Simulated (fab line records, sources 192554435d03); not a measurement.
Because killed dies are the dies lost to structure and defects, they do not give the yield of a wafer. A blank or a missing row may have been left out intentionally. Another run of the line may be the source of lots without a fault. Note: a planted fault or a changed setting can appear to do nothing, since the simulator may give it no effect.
fab line records	flow n5_finfet
record lots=6	wafers=17	last_day=18
route steps=1938 shown FIN_SAQP@117 BEOL_M4@1111 PASSIVATION@1936
lots that met no fault: from a run of the same line without faults
start_h: hours from the record's first day to the start of the lot's first wafer shown	wait_h: hours elapsed since this lot's preceding step	" the same as in the row above	L1.1+2: several wafers, shown together as one row	- no value, or no start given	* or withheld: withheld	< > ~ a bound
route shown NAME@n: NAME is a module with steps in the file, n the number in the route of the first one	usual: the fault-free wafers' mean and standard deviation	same: alike in all rows	chamber/n: place in a boat	sites: each site's reading	_std_site: the values' standard deviation	_edge_site: inner sites' mean taken away from outer sites' mean	radius_mm: how far each site lies from the wafer's centre	mask NAME#n: copy n	behind: tool/chamber where the wafer was last shaped	hold: reason for holding the lot/hours on hold/outcome of the hold	device: the transistor (n, p or np) that didn't switch	end of line: at the end of the route, the tests of the same wafers	step lacking rows: just its recipe	killed: not the wafer's yield, but the dies lost to structure and defects at the first sort	map: per-die view of a wafer (x killed, . not killed, _ where there is no die)
set.NAME: setting as actually run; set.NAME@STEP: the setting as run at that earlier step	model.NAME: the simulator's own value behind a step, which no gauge read
lots at selected steps of the route; one table per step, one row per wafer
services: when a tool's chamber went out of use (start_h, in hours from the record's first day, below 0 if earlier), for how many hours, and the reason
## steps
# step N5_FIN_SAQP_STRIP_53
# recipe chemistry=N2/H2	temp_c=40	n2_flow_sccm=200	h2_flow_sccm=200	rf_frequency_hz=6e+07
# step N5_FIN_SAQP_HM_OPEN_73
# recipe chemistry=CHF3/O2	target=SiO2	stop_on=a-Si	target_depth_a=120	over_etch_frac=1.8	mask_material=SOC	time_s=16.8	pressure_mtorr=30	source_w=650	bias_w=170	Ar_flow_sccm=200	CHF3_flow_sccm=50	O2_flow_sccm=5	ion_energy_ev=200	ends=end_point
# usual drypump_motor_current_A=5.7/0.41	oes_product_au=0.45/0.044	rf_vpp_V=529/21	showerhead_plenum_p_Torr=2.45/0.058	throttle_valve_pct=18.85/0.19
lot.wafer	tool	chamber	start_h	wait_h	drypump_motor_current_A	oes_product_au	rf_hours_counter_h	rf_vpp_V	showerhead_plenum_p_Torr	throttle_valve_pct
L385.1	rie_diel-05	0	22.46	0.0	5.3	0.42	212	534	2.39	18.95
L385.2	"	1	"	"	6.0	0.41	241	524	2.48	18.83
L385.5	"	3	"	"	6.1	0.44	-	527	2.39	18.88
L389.2	rie_diel-06	3	45.78	0.0	5.7	0.41	230	512	2.45	18.68
L389.3	"	1	"	"	6.5	0.44	202	546	2.50	18.79
L389.6	"	3	"	"	5.7	0.42	-	512	2.45	18.69
L391.2	rie_diel-04	0	58.58	0.0	5.3	0.43	203	547	2.50	19.18
L391.5	"	1	"	"	5.4	0.45	-	518	2.47	18.75
L391.6	"	2	"	"	5.9	0.52	-	546	2.54	18.81
L394.1	rie_diel-05	1	77.92	0.0	6.1	0.56	2	524	2.47	18.44
L394.2	"	3	"	"	6.1	0.43	196	527	2.38	18.93
L394.3	"	0	"	"	5.4	0.41	235	536	2.38	18.98
L404.3	rie_diel-04	0	135.94	0.0	5.3	0.42	229	549	2.49	19.23
L404.4	"	1	"	"	5.4	0.44	216	517	2.46	18.78
L404.5	"	2	"	"	5.8	0.50	-	546	2.53	18.85
L406.1	rie_diel-06	3	148.42	0.0	5.7	0.54	10	512	2.44	18.36
L406.5	"	1	"	"	6.5	0.41	-	546	2.48	18.87
# step N5_FIN_SAQP_STRIP_74
# recipe chemistry=CHF3/O2	resist=SiARC	rf_frequency_hz=6e+07
# step N5_FIN_SAQP_MANDREL_ETCH_22
# recipe target_depth_a=600	chemistry=HBr/Cl2	target=a-Si	stop_on=SiNx	bt_time_s=10	over_etch_frac=0.5	time_s=30	pressure_mtorr=10	icp_w=800	bias_w=75	HBr_flow_sccm=150	Cl2_flow_sccm=80	ends=end_point
# step N5_FIN_SAQP_STRIP_55
# recipe chemistry=N2/H2	power_w=500	temp_c=40	pressure_mtorr=50	rf_frequency_hz=6e+07	overash_fraction=0.3	bias_power_w=28	h2_frac=0.5	n2_flow_sccm=300	h2_flow_sccm=300
# usual drypump_motor_current_A=5.8/0.4	oes_product_au=0.77/0.089	power_w=500.0/1.6	rf_vpp_V=122.1/1.5	showerhead_plenum_p_Torr=3.42/0.097	throttle_valve_pct=19.1/0.48
lot.wafer	tool	chamber	start_h	wait_h	drypump_motor_current_A	oes_product_au	power_w	rf_hours_counter_h	rf_vpp_V	showerhead_plenum_p_Torr	throttle_valve_pct
L385.1	rie_diel-04	2	22.65	0.1	5.8	0.88	501.3	56	122.4	3.53	18.4
L385.2	"	3	"	"	5.3	0.76	500.6	182	122.6	3.33	18.8
L385.5	"	0	"	"	5.3	0.70	500.5	-	124.9	3.45	19.0
L389.2	rie_diel-05	1	45.97	0.1	6.1	0.67	499.2	249	124.5	3.44	18.8
L389.3	"	2	"	"	5.8	0.83	498.8	70	123.5	3.57	19.2
L389.6	"	2	"	"	5.7	0.83	498.4	-	124.3	3.57	19.3
L391.2	rie_diel-05	0	58.86	0.2	5.4	0.67	499.8	226	119.0	3.34	19.3
L391.5	"	3	"	"	6.2	0.72	497.9	-	119.3	3.36	19.7
L391.6	"	0	"	"	5.4	0.68	501.1	-	120.5	3.34	19.3
L394.1	rie_diel-05	0	78.12	0.1	5.4	0.66	501.0	236	120.9	3.34	19.3
L394.2	"	2	"	"	5.7	0.82	501.8	85	122.3	3.56	19.3
L394.3	"	1	"	"	6.1	1.00	499.2	3	122.2	3.44	18.4
L404.3	rie_diel-06	0	136.36	0.3	5.4	0.69	500.2	193	122.3	3.18	18.8
L404.4	"	1	"	"	6.5	0.70	500.3	-	124.1	3.43	18.7
L404.5	"	3	"	"	5.7	0.94	497.5	-	122.8	3.45	18.4
L406.1	rie_diel-05	2	148.60	0.1	5.7	0.78	501.3	112	121.9	3.54	19.3
L406.5	"	0	"	"	5.4	0.97	501.6	-	122.2	3.33	19.1
# step N5_FIN_SAQP_STRIP_23
# recipe chemistry=SPM	time_s=750	temp_c=130	h2so4_h2o2_vol_ratio=4
# step N5_FIN_SAQP_SRD_66
# recipe dry=ipa_marangoni	time_s=30	temp_c=23	rinse_liquid=diw
# step N5_FIN_SAQP_RECESS_75
# recipe chemistry=HF/NH3	target=SiO2	target_depth_a=144	afs_cycles=3	temp_c=30	sublimation_temp_c=180	sublimation_time_s=60
# usual drypump_motor_current_A=5.45/0.29	foreline_p_Torr=0.1280/0.00033
lot.wafer	tool	chamber	start_h	wait_h	drypump_motor_current_A	foreline_p_Torr
L385.1	vapor_etch-02	0	22.98	0.0	5.59	0.1287
L385.2	"	1	"	"	5.00	0.1280
L385.5	"	0	"	"	5.56	0.1279
L389.2	vapor_etch-01	0	46.32	0.0	5.65	0.1280
L389.3	"	0	"	"	5.65	0.1284
L389.6	"	0	"	"	5.65	0.1282
L391.2	vapor_etch-01	1	59.18	0.0	5.70	0.1275
L391.5	"	0	"	"	5.66	0.1284
L391.6	"	1	"	"	5.69	0.1283
L394.1	vapor_etch-02	1	78.44	0.0	4.97	0.1277
L394.2	"	0	"	"	5.58	0.1275
L394.3	"	1	"	"	4.97	0.1276
L404.3	vapor_etch-01	1	136.83	0.1	5.67	0.1277
L404.4	"	0	"	"	5.63	0.1280
L404.5	"	0	"	"	5.64	0.1282
L406.1	vapor_etch-02	0	148.93	0.0	5.59	0.1277
L406.5	"	0	"	"	5.56	0.1279
# step N5_FIN_SAQP_SPACER1_ALD_24
# recipe material=SiO2	target_thk_a=203	temp_c=300	ald_precursor_family=BDEAS	ald_co_reactant=O2-plasma	pulse_time_s=1	purge_time_s=2	co_reactant_purge_time_s=2	ald_cycles=218	pressure_torr=2
# usual chamber_pressure_Torr=2.000/0.0045	heater_power_w=488/44	precursor_pulse_height_rel=1.002/0.018
# same pulse_time_s=1
lot.wafer	tool	chamber	start_h	wait_h	chamber_pressure_Torr	heater_power_w	precursor_pulse_height_rel
L385.1	ald_sin-03	3	23.36	0.3	1.994	452	0.989
L385.2	"	0	"	"	1.996	492	1.010
L385.5	"	2	"	"	2.007	495	1.061
L389.2	ald_sin-03	0	46.76	0.3	2.002	510	0.997
L389.3	"	1	"	"	2.001	515	0.994
L389.6	"	0	"	"	2.006	512	0.994
L391.2	ald_sin-03	3	59.60	0.3	2.002	464	1.006
L391.5	"	3	"	"	2.003	471	0.977
L391.6	"	0	"	"	1.998	499	1.023
L394.1	ald_sin-03	3	78.83	0.3	2.001	459	0.979
L394.2	"	2	"	"	2.005	481	1.006
L394.3	"	1	"	"	1.996	515	1.007
L404.3	ald_sin-04	1	138.04	1.1	1.998	481	1.004
L404.4	"	3	"	"	1.993	410	1.017
L404.5	"	0	"	"	1.996	530	0.987
L406.1	ald_sin-01	2	149.31	0.3	2.003	500	1.018
L406.5	"	2	"	"	1.991	491	1.020
# step N5_FIN_SAQP_SPACER1_ETCHBACK_25
# recipe chemistry=CHF3/O2	mode=anisotropic_etchback	target=SiO2	target_depth_a=244	time_s=12.2	pressure_mtorr=30	source_w=650	bias_w=170	Ar_flow_sccm=200	CHF3_flow_sccm=50	O2_flow_sccm=5	ion_energy_ev=200
# step N5_FIN_SAQP_MANDREL1_REMOVE_56
# recipe chemistry=HBr/Cl2/O2	bt_time_s=10	target=a-Si	stop_on=SiNx	endpoint=OES-SiCl	over_etch_frac=1	icp_w=600	bias_w=22	HBr_flow_sccm=150	Cl2_flow_sccm=80	O2_flow_sccm=5	pressure_mtorr=10
# step N5_FIN_SAQP_CD_MEAS_27
# recipe target_cd_nm=20	landing_energy_ev=1000	detector=se_inlens	polarity=line
# usual cd_nm=20.32/0.24
lot.wafer	tool	chamber	start_h	wait_h	cd_nm
L385.1	cd_sem-01	0	24.28	0.1	20.56
L385.2	"	0	"	"	20.31
L385.5	"	0	"	"	20.45
L389.2	cd_sem-01	0	47.74	0.1	19.78
L389.3	"	0	"	"	20.39
L389.6	"	0	"	"	20.01
L391.2	cd_sem-02	0	60.52	0.1	20.42
L391.5	"	0	"	"	20.54
L391.6	"	0	"	"	20.58
L394.1	cd_sem-02	0	79.74	0.1	19.98
L394.2	"	0	"	"	19.75
L394.3	"	0	"	"	19.55
L404.3	cd_sem-02	0	138.96	0.1	20.62
L404.4	"	0	"	"	20.15
L404.5	"	0	"	"	20.91
L406.1	cd_sem-03	0	150.23	0.1	20.25
L406.5	"	0	"	"	20.19
# step N5_FIN_SAQP_ETCH_57
# recipe chemistry=CH3F/O2	target=SiNx	mask_material=SiO2	target_depth_a=325	time_s=46.4	pressure_mtorr=30	source_w=395	bias_w=73	Ar_flow_sccm=150	CH3F_flow_sccm=30	O2_flow_sccm=20	ion_energy_ev=120	ends=cleared
# usual drypump_motor_current_A=5.8/0.41	etch_rf_on_time_s=45.9/1.1	oes_product_au=0.65/0.072	rf_vpp_V=300/12	showerhead_plenum_p_Torr=2.03/0.053	throttle_valve_pct=16.37/0.2
lot.wafer	tool	chamber	start_h	wait_h	drypump_motor_current_A	etch_rf_on_time_s	oes_product_au	rf_hours_counter_h	rf_vpp_V	showerhead_plenum_p_Torr	throttle_valve_pct
L385.1	rie_diel-06	3	24.32	0.0	5.7	45.4	0.60	222	292	2.05	16.31
L385.2	"	0	"	"	5.3	47.5	0.62	151	285	1.94	16.49
L385.5	"	0	"	"	5.4	46.8	0.61	-	285	1.94	16.49
L389.2	rie_diel-06	0	48.08	0.3	5.3	53.7	0.57	160	285	1.94	16.51
L389.3	"	3	"	"	5.7	51.1	0.55	231	292	2.05	16.31
L389.6	"	0	"	"	5.3	47.2	0.61	-	283	1.94	16.51
L391.2	rie_diel-04	2	60.56	0.0	5.9	44.2	0.75	69	310	2.11	16.31
L391.5	"	2	"	"	5.9	45.7	0.75	-	311	2.11	16.31
L391.6	"	1	"	"	5.4	46.9	0.63	-	293	2.05	16.32
L394.1	rie_diel-06	0	79.79	0.0	5.4	46.8	0.59	172	285	1.94	16.54
L394.2	"	1	"	"	6.5	51.5	0.57	215	310	2.07	16.33
L394.3	"	3	"	"	5.7	52.2	0.55	237	291	2.04	16.34
L404.3	rie_diel-05	2	139.00	0.0	5.7	44.6	0.67	110	308	2.08	16.24
L404.4	"	3	"	"	6.1	45.8	0.60	219	298	1.97	16.51
L404.5	"	1	"	"	6.1	44.5	0.77	-	296	2.04	15.96
L406.1	rie_diel-04	3	150.28	0.0	5.3	45.2	0.61	219	275	1.98	16.61
L406.5	"	3	"	"	5.3	46.9	0.62	-	272	1.98	16.62
# step N5_FIN_SAQP_ETCH_65
# recipe chemistry=CF4	target=SiO2	target_depth_a=40	ion_energy_ev=350	time_s=4.4	pressure_mtorr=10	icp_w=800	bias_w=400	cf4_flow_sccm=80
# usual drypump_motor_current_A=5.7/0.3	oes_product_au=0.999/0.025	throttle_valve_pct=22.00/0.26
lot.wafer	tool	chamber	start_h	wait_h	drypump_motor_current_A	oes_product_au	rf_hours_counter_h	throttle_valve_pct
L385.1	rie_si-03	2	24.43	0.1	6.3	1.004	54	22.20
L385.2	"	0	"	"	5.4	1.018	154	21.56
L385.5	"	0	"	"	5.4	1.012	-	21.58
L389.2	rie_si-01	1	48.18	0.1	5.7	0.953	154	22.41
L389.3	"	2	"	"	5.9	0.967	24	21.86
L389.6	"	2	"	"	6.0	0.974	-	21.84
L391.2	rie_si-01	3	60.67	0.1	5.9	0.992	0	21.82
L391.5	"	1	"	"	5.7	0.949	-	22.41
L391.6	"	2	"	"	6.0	0.961	-	21.84
L394.1	rie_si-01	0	79.90	0.1	5.7	1.046	54	21.93
L394.2	"	3	"	"	5.9	1.013	0	21.86
L394.3	"	2	"	"	6.0	0.966	24	21.85
L404.3	rie_si-01	1	139.11	0.1	5.7	0.964	156	22.40
L404.4	"	2	"	"	6.0	0.972	26	21.84
L404.5	"	1	"	"	5.7	0.964	-	22.41
L406.1	rie_si-03	1	150.39	0.1	5.3	1.012	9	22.17
L406.5	"	0	"	"	5.4	1.012	-	21.58
# step N5_BEOL_M4_RC_MEAS_101
# usual DIBL_N=36.1/2	DIBL_P=36.3/2.5	IOFF_N=0.16/0.037	IOFF_P=0.21/0.039	ION_N=678/15	ION_P=465/8.7	SS_N=71.4/0.7	SS_P=73.3/0.74	VT_N=249/3.6	VT_P=-250.0/2.9
lot.wafer	tool	chamber	start_h	wait_h	DIBL_N[mV/V]	DIBL_P[mV/V]	IOFF_N[nA/um]	IOFF_P[nA/um]	ION_N[uA/um]	ION_P[uA/um]	SS_N[mV/dec]	SS_P[mV/dec]	VT_N[mV]	VT_P[mV]
L385.1	prober-01	0	161.69	0.0	31.8	31.0	0.10	0.17	634	453	70.5	72.0	260	-250.3
L385.2	"	0	"	"	34.2	35.5	0.14	0.24	680	479	70.6	72.9	250	-245.0
L385.5	"	0	"	"	35.8	36.3	0.16	0.25	672	478	72.1	72.9	249	-243.9
L389.2	prober-01	0	195.98	0.2	37.2	35.3	0.16	0.21	684	466	71.8	73.9	249	-250.5
L389.3	"	0	"	"	35.7	33.3	0.12	0.18	671	465	71.1	72.5	255	-252.7
L389.6	"	0	"	"	40.8	38.9	0.23	0.28	690	457	72.8	74.5	245	-249.0
L391.2	prober-01	0	198.62	0.3	35.9	36.7	0.17	0.19	696	466	71.3	73.4	249	-250.6
L391.5	"	0	"	"	33.3	33.6	0.12	0.16	678	460	70.2	72.2	251	-255.6
L391.6	"	0	"	"	34.7	36.6	0.15	0.21	692	477	71.9	73.4	248	-249.1
L394.1	prober-01	0	233.68	0.0	34.4	34.5	0.13	0.19	663	462	71.1	72.9	252	-249.8
L394.2	"	0	"	"	35.5	35.7	0.14	0.22	682	472	71.6	72.9	250	-248.9
L394.3	"	0	"	"	39.3	39.2	0.22	0.28	669	464	72.4	73.9	249	-246.1
L406.1	prober-02	0	306.06	0.0	36.8	38.6	0.19	0.22	713	477	71.3	74.0	245	-247.3
L406.5	"	0	"	"	36.4	38.1	0.18	0.21	700	469	70.8	73.5	247	-251.2
L404.3	prober-02	0	308.58	0.3	34.3	35.7	0.13	0.20	681	470	70.7	73.4	254	-250.4
L404.4	"	0	"	"	34.2	35.2	0.14	0.20	667	456	70.6	72.8	250	-253.2
L404.5	"	0	"	"	38.5	40.9	0.22	0.27	704	481	71.8	73.7	245	-248.8
# step N5_PASSIVATION_PROBE_49
# usual defect_limited_yield=91.1/1.3	killed_at_M0_to_M3=32/9.7	killed_at_M4_up=16/6	killed_at_contacts=12/5.9	killed_at_front_end=41/11	killed_at_other=4/3.1	killed_dies=104/16	killed_open=68/12	killed_short=34/7.4	sort_bin_5_function=5.1/0.85	sort_bin_6_memory=3.3/0.66	sort_bin_8_speed=0.1/0.53	sort_n_pass=1075/16	sort_yield_pct=91.1/1.4
# same gross_dies=1180	killed_at_back_side=0	sort_bin_4_leakage[%]=0
lot.wafer	tool	chamber	start_h	wait_h	defect_limited_yield[%]	killed_at_M0_to_M3	killed_at_M4_up	killed_at_contacts	killed_at_front_end	killed_at_other	killed_dies	killed_open	killed_short	sort_bin_5_function[%]	sort_bin_6_memory[%]	sort_bin_8_speed[%]	sort_n_pass	sort_yield_pct[%]
L385.1	prober-01	-	285.10	0.1	93.6	17	13	10	34	1	75	54	19	3.8	2.4	6.0	1034	87.6
L385.2	prober-01	-	285.15	0.2	91.9	24	11	10	49	2	96	58	37	4.8	2.9	0	1084	91.9
L385.5	prober-01	-	285.30	0.3	92.0	21	12	17	41	3	94	49	40	4.7	3.1	0	1086	92.0
L391.2	prober-02	-	319.61	0.2	90.8	27	13	14	53	1	108	60	42	4.7	3.7	0	1072	90.8
L391.5	prober-02	-	319.76	0.4	92.1	44	11	13	22	3	93	64	28	5.3	2.5	0	1087	92.1
L391.6	prober-02	-	319.81	0.4	91.4	38	7	7	46	3	101	62	30	4.6	3.0	0	1079	91.4
L389.2	prober-02	-	341.63	0.1	91.8	33	19	5	37	3	97	60	37	4.5	3.1	0	1083	91.8
L389.3	prober-02	-	341.68	0.1	92.0	18	15	9	52	0	94	56	38	4.7	3.1	0	1086	92.0
L389.6	prober-02	-	341.83	0.3	91.3	34	15	0	48	6	103	66	37	4.7	3.6	0	1077	91.3
L394.1	prober-02	-	343.25	0.0	92.3	38	14	15	22	2	91	71	20	4.5	3.1	0	1089	92.3
L394.2	prober-02	-	343.30	0.1	91.6	27	12	18	36	6	99	59	28	4.3	3.0	0	1081	91.6
L394.3	prober-02	-	343.35	0.1	88.8	51	15	18	45	3	132	88	44	5.8	5.1	0	1048	88.8
L406.1	prober-02	-	418.20	0.0	90.9	24	17	22	38	6	107	59	43	4.8	3.4	0	1073	90.9
L406.5	prober-02	-	418.40	0.2	93.1	21	18	3	33	6	81	49	25	3.3	2.6	0	1099	93.1
L404.3	prober-01	-	425.39	0.1	90.3	30	12	17	50	5	114	72	41	6.0	3.5	0	1066	90.3
L404.4	prober-01	-	425.44	0.2	88.6	32	28	5	67	3	135	94	34	6.8	4.0	0	1045	88.6
L404.5	prober-01	-	425.49	0.2	90.2	42	14	4	53	3	116	65	41	4.7	3.6	0	1064	90.2
# killed by level:class
L385.1 FIN_SAQP:geometric_particle:open=9 MOL_CONTACT_COAG:geometric_particle:open=9 BEOL_M5:geometric_particle:open=5 DUMMY_GATE:geometric_particle:open=4 BEOL_M0_SAQP:geometric_particle:open=4 BEOL_M1:geometric_particle:open=4 STARTING-WAFER:geometric_particle:open=4 FIN_SAQP:geometric_particle:short=3
L385.2 FIN_SAQP:geometric_particle:open=13 DUMMY_GATE:geometric_particle:open=10 BEOL_M0_SAQP:geometric_particle:short=9 MOL_CONTACT_COAG:geometric_particle:open=7 GATE_CUT:geometric_particle:short=6 BEOL_M0_SAQP:geometric_particle:open=5 STARTING-WAFER:geometric_particle:short=5 STI_FIN_REVEAL:geometric_particle:open=4
L385.5 MOL_CONTACT_COAG:geometric_particle:open=12 FIN_SAQP:geometric_particle:short=9 FIN_SAQP:geometric_particle:open=8 BEOL_M0:geometric_particle:short=7 GATE_CUT:geometric_particle:short=7 BEOL_M0_SAQP:geometric_particle:open=6 BEOL_M4:geometric_particle:open=6 DUMMY_GATE:geometric_particle:open=5
L391.2 FIN_SAQP:geometric_particle:short=16 FIN_SAQP:geometric_particle:open=12 MOL_CONTACT_COAG:geometric_particle:open=8 BEOL_M4:geometric_particle:open=8 MOL_CONTACT_COAG:geometric_particle:short=5 BEOL_M1:geometric_particle:open=5 HKMG_FIN:area_etch=5 STARTING-WAFER:geometric_particle:open=4
L391.5 BEOL_M0_SAQP:geometric_particle:open=11 FIN_SAQP:geometric_particle:short=9 MOL_CONTACT_COAG:geometric_particle:open=9 BEOL_M0_SAQP:geometric_particle:short=7 BEOL_M1:geometric_particle:open=7 BEOL_M3:geometric_particle:open=7 FIN_SAQP:geometric_particle:open=5 BEOL_M4:geometric_particle:open=5
L391.6 BEOL_M0_SAQP:geometric_particle:short=10 HKMG_FIN:area_etch=9 BEOL_M0_SAQP:geometric_particle:open=8 BEOL_M1:geometric_particle:open=8 FIN_SAQP:geometric_particle:open=7 STI_FIN_REVEAL:geometric_particle:open=6 MOL_CONTACT_COAG:geometric_particle:open=6 FIN_SAQP:geometric_particle:short=5
L389.2 BEOL_M2:geometric_particle:open=10 BEOL_M4:geometric_particle:short=10 BEOL_M0_SAQP:geometric_particle:open=9 GATE_CUT:geometric_particle:open=8 DUMMY_GATE:geometric_particle:open=7 FIN_SAQP:geometric_particle:open=4 STARTING-WAFER:geometric_particle:open=4 STARTING-WAFER:geometric_particle:short=4
L389.3 FIN_SAQP:geometric_particle:open=15 GATE_CUT:geometric_particle:short=13 FIN_SAQP:geometric_particle:short=10 MOL_CONTACT_COAG:geometric_particle:open=8 DUMMY_GATE:geometric_particle:open=4 BEOL_M2:geometric_particle:open=4 BEOL_M4:geometric_particle:open=4 BEOL_M5:geometric_particle:open=4
L389.6 DUMMY_GATE:geometric_particle:open=11 BEOL_M2:geometric_particle:open=8 BEOL_M0_SAQP:geometric_particle:open=7 FIN_SAQP:geometric_particle:open=6 BEOL_M1:geometric_particle:short=6 FIN_SAQP:geometric_particle:short=5 GATE_CUT:geometric_particle:short=5 BEOL_M0:geometric_particle:short=4
L394.1 MOL_CONTACT_COAG:geometric_particle:open=14 BEOL_M2:geometric_particle:open=11 BEOL_M0_SAQP:geometric_particle:short=7 BEOL_M3:geometric_particle:open=7 BEOL_M4:geometric_particle:open=6 BEOL_M0_SAQP:geometric_particle:open=5 FIN_SAQP:geometric_particle:open=4 GATE_CUT:geometric_particle:open=4
L394.2 MOL_CONTACT_COAG:geometric_particle:open=15 HKMG_FIN:area_etch=12 BEOL_M0_SAQP:geometric_particle:short=8 DUMMY_GATE:geometric_particle:short=6 BEOL_M0_SAQP:geometric_particle:open=6 STARTING-WAFER:geometric_particle:short=6 DUMMY_GATE:geometric_particle:open=5 BEOL_M1:geometric_particle:open=5
L394.3 MOL_CONTACT_COAG:geometric_particle:open=14 BEOL_M2:geometric_particle:open=13 BEOL_M0_SAQP:geometric_particle:short=9 DUMMY_GATE:geometric_particle:open=9 BEOL_M0_SAQP:geometric_particle:open=9 BEOL_M3:geometric_particle:open=8 STI_FIN_REVEAL:geometric_particle:open=7 BEOL_M4:geometric_particle:open=5
L406.1 MOL_CONTACT_COAG:geometric_particle:open=17 BEOL_M2:geometric_particle:open=8 FIN_SAQP:geometric_particle:short=7 GATE_CUT:geometric_particle:short=6 STI_FIN_REVEAL:geometric_particle:open=5 MOL_CONTACT_COAG:geometric_particle:short=5 BEOL_M1:geometric_particle:open=5 PAD_METAL:geometric_particle:short=4
L406.5 FIN_SAQP:geometric_particle:short=7 STI_FIN_REVEAL:geometric_particle:open=5 BEOL_M3:geometric_particle:open=5 BEOL_M5:geometric_particle:open=5 HKMG_FIN:area_etch=5 BEOL_M2:geometric_particle:open=4 BEOL_M4:geometric_particle:open=4 BEOL_M8:geometric_particle:open=4
L404.3 MOL_CONTACT_COAG:geometric_particle:open=16 FIN_SAQP:geometric_particle:short=15 BEOL_M0_SAQP:geometric_particle:short=12 FIN_SAQP:geometric_particle:open=9 DUMMY_GATE:geometric_particle:open=7 BEOL_M4:geometric_particle:open=6 STI_FIN_REVEAL:geometric_particle:open=5 BEOL_M2:geometric_particle:open=5
L404.4 BEOL_M4:geometric_particle:open=18 FIN_SAQP:geometric_particle:open=16 DUMMY_GATE:geometric_particle:open=13 BEOL_M0_SAQP:geometric_particle:open=13 STI_FIN_REVEAL:geometric_particle:open=12 FIN_SAQP:geometric_particle:short=9 BEOL_M0_SAQP:geometric_particle:short=7 BEOL_M3:geometric_particle:open=6
L404.5 BEOL_M0_SAQP:geometric_particle:short=13 FIN_SAQP:geometric_particle:open=11 HKMG_FIN:area_etch=9 BEOL_M3:geometric_particle:open=8 BEOL_M0_SAQP:geometric_particle:open=7 BEOL_M2:geometric_particle:open=6 BEOL_M4:geometric_particle:open=6 STI_FIN_REVEAL:geometric_particle:open=5
## services
tool	chamber	start_h	hours	kind
rie_diel-04	2	4.62	4.7	repair
rie_diel-05	2	6.96	11.9	repair
rie_diel-06	-	7.59	0.5	repair
ald_sin-01	-	13.20	0.2	repair
rie_diel-04	1	14.27	5.7	repair
rie_si-01	2	16.91	5.6	repair
rie_diel-04	2	24.36	1.3	repair
rie_diel-04	3	33.53	8.9	repair
ald_sin-03	-	36.68	0.7	repair
vapor_etch-02	-	39.39	0.2	repair
rie_diel-04	3	43.63	2.5	repair
rie_diel-05	1	48.64	-	clean
rie_diel-05	1	48.64	-	consumable_replace:focus_ring
rie_diel-05	1	48.64	23.2	scheduled_down
rie_diel-05	1	48.64	23.2	vent_cycle
rie_diel-06	3	59.63	11.1	repair
rie_diel-04	1	64.66	7.4	repair
ald_sin-03	-	77.00	0.6	repair
rie_diel-06	0	80.80	5.8	repair
ald_sin-01	-	85.25	14.0	pm
rie_diel-05	1	102.88	4.1	repair
rie_diel-05	0	124.16	-	clean
rie_diel-05	0	124.16	-	consumable_replace:focus_ring
rie_diel-05	0	124.16	14.1	scheduled_down
## key
first_sign step=N5_FIN_SAQP_ETCH_57	reading=etch_rf_on_time_s	direction=up	sigmas=5.4	usual=*	struck=*
effect none on later readings
met_at N5_FIN_SAQP_ETCH_57
struck_wafers L389.2,L389.3,L394.2,L394.3
baseline_loss step=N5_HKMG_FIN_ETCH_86	wafers=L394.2
onset_between 24.32 48.08
fault kind=process_parameter_drift	tool=rie_diel-06	chamber=-	onset_h=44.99	steps=N5_FIN_SAQP_ETCH_57	channel=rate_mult	offset=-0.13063	shape=step	end_h=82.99	scope=struck_wafers_only
# baseline_loss: these wafers lose ten dies or more at that step, a loss of the line's own and not of a fault; the sort's usual values leave them out
